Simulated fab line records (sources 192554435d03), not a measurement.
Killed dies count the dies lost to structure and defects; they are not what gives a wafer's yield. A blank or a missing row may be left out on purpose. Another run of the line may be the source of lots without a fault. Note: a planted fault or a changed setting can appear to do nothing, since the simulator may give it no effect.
Split-lot experiment    flow n5_finfet    39 wafers read from 7 lots, route of 1938 steps

## THE SPLIT
At N5_MIM_TOP_SPUTTER_03 (material TiN, target thk 35 nm, time 89.7 s), the setting time_s was moved away from the recipe's 89.7 s on 12 of the 39 wafers read, by -15.5% to +42.8%. This setting was run at the recipe's value on the other wafers.

The reading is taken at the split's own step.

## THE READING
TiN_of_MIM_TOP_SPUTTER_03.thk_nm (the simulator's own value, which no gauge read), in nm, at N5_MIM_TOP_SPUTTER_03 (material TiN, target thk 35 nm, time 89.7 s). The file does not state a usual value for it. Here, 27 wafers ran the recipe; their average is 35.1 nm with a standard deviation of 0.37 nm.

wafer   tool, chamber at the split  time_s as run, s  against the recipe  TiN_of_MIM_TOP_SPUTTER_03.thk_nm, nm  against lot-mates on the recipe
L079.1  pvd_sputter-02, -           89.7              recipe              34.4                                  -
L079.2  pvd_sputter-02, -           89.7              recipe              35.4                                  -
L079.3  pvd_sputter-02, -           89.7              recipe              35.4                                  -
L079.4  pvd_sputter-02, -           89.7              recipe              35                                    -
L079.5  pvd_sputter-02, -           89.7              recipe              35.2                                  -
L079.6  pvd_sputter-02, -           89.7              recipe              34.8                                  -
L078.1  pvd_sputter-02, -           89.7              recipe              35.6                                  -
L078.3  pvd_sputter-02, -           89.7              recipe              35                                    -
L078.6  pvd_sputter-02, -           89.7              recipe              35.2                                  -
L076.1  pvd_sputter-01, -           128.1             +42.8%              49.8                                  +14.5
L076.2  pvd_sputter-01, -           89.7              recipe              35.4                                  -
L076.3  pvd_sputter-01, -           89.7              recipe              35.4                                  -
L076.4  pvd_sputter-01, -           128.1             +42.8%              50.6                                  +15.3
L076.5  pvd_sputter-01, -           89.7              recipe              35.2                                  -
L076.6  pvd_sputter-01, -           128.1             +42.8%              50.4                                  +15.1
L090.1  pvd_sputter-03, -           108               +20.4%              41.4                                  +6.8
L090.2  pvd_sputter-03, -           108               +20.4%              41.6                                  +7.0
L090.3  pvd_sputter-03, -           89.7              recipe              34.6                                  -
L090.4  pvd_sputter-03, -           89.7              recipe              34.6                                  -
L090.6  pvd_sputter-03, -           89.7              recipe              34.6                                  -
L090.5  pvd_sputter-03, -           108               +20.4%              42                                    +7.4
L087.1  pvd_sputter-01, -           89.7              recipe              35.2                                  -
L087.3  pvd_sputter-01, -           89.7              recipe              35.2                                  -
L087.2  pvd_sputter-01, -           127.6             +42.3%              50.2                                  +14.8
L087.4  pvd_sputter-01, -           127.6             +42.3%              50.6                                  +15.2
L087.5  pvd_sputter-01, -           127.6             +42.3%              50                                    +14.6
L087.6  pvd_sputter-01, -           89.7              recipe              35.8                                  -
L094.1  pvd_sputter-01, -           89.7              recipe              35.2                                  -
L094.3  pvd_sputter-01, -           89.7              recipe              35.2                                  -
L094.2  pvd_sputter-01, -           75.82             -15.5%              29.8                                  -5.5
L094.4  pvd_sputter-01, -           75.82             -15.5%              29.8                                  -5.5
L094.6  pvd_sputter-01, -           75.82             -15.5%              29.8                                  -5.5
L094.5  pvd_sputter-01, -           89.7              recipe              35.6                                  -
L097.1  pvd_sputter-02, -           89.7              recipe              34.8                                  -
L097.5  pvd_sputter-02, -           89.7              recipe              34.8                                  -
L097.2  pvd_sputter-02, -           89.7              recipe              34.6                                  -
L097.4  pvd_sputter-02, -           89.7              recipe              34.6                                  -
L097.6  pvd_sputter-02, -           89.7              recipe              34.6                                  -
L097.3  pvd_sputter-02, -           89.7              recipe              35.2                                  -

FIT RESULTS
A straight line over all 39 wafers: TiN_of_MIM_TOP_SPUTTER_03.thk_nm changes by +0.353 nm for each +1% of time_s; r = +1.00; the points scatter about the line by 0.4 nm.
The same after taking each lot's own level away (the mean of its wafers on the recipe; 39 wafers): +0.351 nm for each +1%; r = +1.00; scatter 0.25 nm.
According to that fit, moving time_s by its largest amount changes the reading by 15 nm.
Measured against the standard deviation above, the lots' own levels, which go from 34.60 to 35.40 nm, span 2.2 times it.
Consequently the slope shifts little with the lot-to-lot level, the two slopes agreeing.
Check: +15.1 nm against its lot-mates is what the line predicts for one of the wafers moved furthest among these (+42.8%) when that wafer is left out of the fit. It came out at +14.5 nm against them.

## FURTHER SPLITS ON THESE WAFERS
Before the reading, these wafers also passed through other splits. Each is held against what the fit with the lots' levels taken away leaves over:
other split on the same wafers  wafers away from the commonest value  r with TiN_of_MIM_TOP_SPUTTER_03.thk_nm (lot level and that fit taken away)
N5_BEOL_M12_SPUTTER_44 time_s   12                                    -0.07

## FILE'S OWN FIT
TiN_of_MIM_TOP_SPUTTER_03.thk_nm changes by +0.35 nm for each +1% of time_s, r = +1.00.
